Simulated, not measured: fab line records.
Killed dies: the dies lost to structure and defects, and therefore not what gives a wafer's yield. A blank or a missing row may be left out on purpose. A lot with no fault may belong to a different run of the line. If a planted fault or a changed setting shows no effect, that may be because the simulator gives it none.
3 desks, one fault || flow n5-finfet || only its own numbers are on each desk; what lay behind them is given at the end

## THE DEFECT DESK
Per lot, the means of the sampled wafers with a number show what the inspections along the route counted. Any lot whose mean is over 4 standard deviations away from the usual mean is out of limits and marked OUT; that distance is given in the brackets.
Columns: A = raw-defect-count at N5_BEOL_M14_INSPECT_12, usual 1.9
{"lot": "L979", "first seen here": "day 12 19:32", "A": 1.0}
{"lot": "L983", "first seen here": "day 14 01:49", "A": 1.7}
{"lot": "L988", "first seen here": "day 14 17:16", "A": 2.0}
{"lot": "L992", "first seen here": "day 15 11:02", "A": 3.0}
{"lot": "L997", "first seen here": "day 16 19:02", "A": 3.0}
{"lot": "L998", "first seen here": "day 17 03:04", "A": 2.0}
Result from this desk: across the 6 lots, nothing is out of limits.

## DESK OF THE TOOL OWNER: litho-track-04
The tool's own readings at N5_BEOL_M14_COAT_65 (time 60 s, resist thk 450 nm): means of the sampled wafers that have a number, for each lot that ran on this tool. Any lot whose mean is over 4 standard deviations away from the usual mean is out of limits and marked OUT; that distance is given in the brackets.
Columns: A = spin-speed-rpm at N5_BEOL_M14_COAT_65, usual 1499.8 rpm
{"lot": "L983", "first seen here": "day 14 02:22", "A": "1444.7 (-46) OUT"}
{"lot": "L988", "first seen here": "day 14 17:50", "A": "1442.7 (-48) OUT"}
{"lot": "L998", "first seen here": "day 17 03:35", "A": 1501.3}
Finding of this desk: L983, L988 out of limits; the first was L983 at day 14 02:22, on spin-speed-rpm at N5_BEOL_M14_COAT_65. L998 stayed within limits.

## THE METROLOGY DESK
Lot by lot, what the gauges showed, no matter which tool ran the lot: averages of those sampled wafers that carry a number. Any lot whose mean is over 4 standard deviations away from the usual mean is out of limits and marked OUT; that distance is given in the brackets.
Columns: A = cd-nm at N5_BEOL_M14_CD_MEAS_10, usual 248.8 nm; B = V13_OVL at N5_BEOL_M14_OVL_MEAS_11, usual 1 nm; C = cd-nm at N5_BEOL_M14_CD_MEAS_17, usual 249.6 nm
{"lot": "L979", "first seen here": "day 12 19:29", "A": 249.8, "B": 4, "C": 250.0}
{"lot": "L983", "first seen here": "day 14 01:46", "A": 248.0, "B": 6, "C": 248.8}
{"lot": "L988", "first seen here": "day 14 17:13", "A": 250.2, "B": 3, "C": 251.2}
{"lot": "L992", "first seen here": "day 15 10:58", "A": 248.4, "B": -5, "C": 250.3}
{"lot": "L997", "first seen here": "day 16 18:59", "A": 249.9, "B": -3, "C": 250.6}
{"lot": "L998", "first seen here": "day 17 03:01", "A": 250.4, "B": 7, "C": 251.4}
Result from this desk: across the 6 lots, nothing is out of limits.

## PUT TOGETHER
On L983, L988, at day 14 02:22, an alarm was possible from the tool owner's desk.
Nothing the defect desk looked at was out of limits.
At the metrology desk, nothing out of limits was observed.
The defect desk has L983, L988 on record, within its limits.
The metrology desk has L983, L988 on record, within its limits.
On litho-track-04, each named lot ran N5_BEOL_M14_COAT_65.

## WHAT HAD BEEN PUT IN BY THE SIMULATOR
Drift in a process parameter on litho-track-04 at N5_BEOL_M14_COAT_65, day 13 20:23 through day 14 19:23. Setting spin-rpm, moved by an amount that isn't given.
Shown lots that were struck: L983, L988.
Time in hours from fault onset to the first out-of-limits reading at each desk: the tool owner's desk, 6.
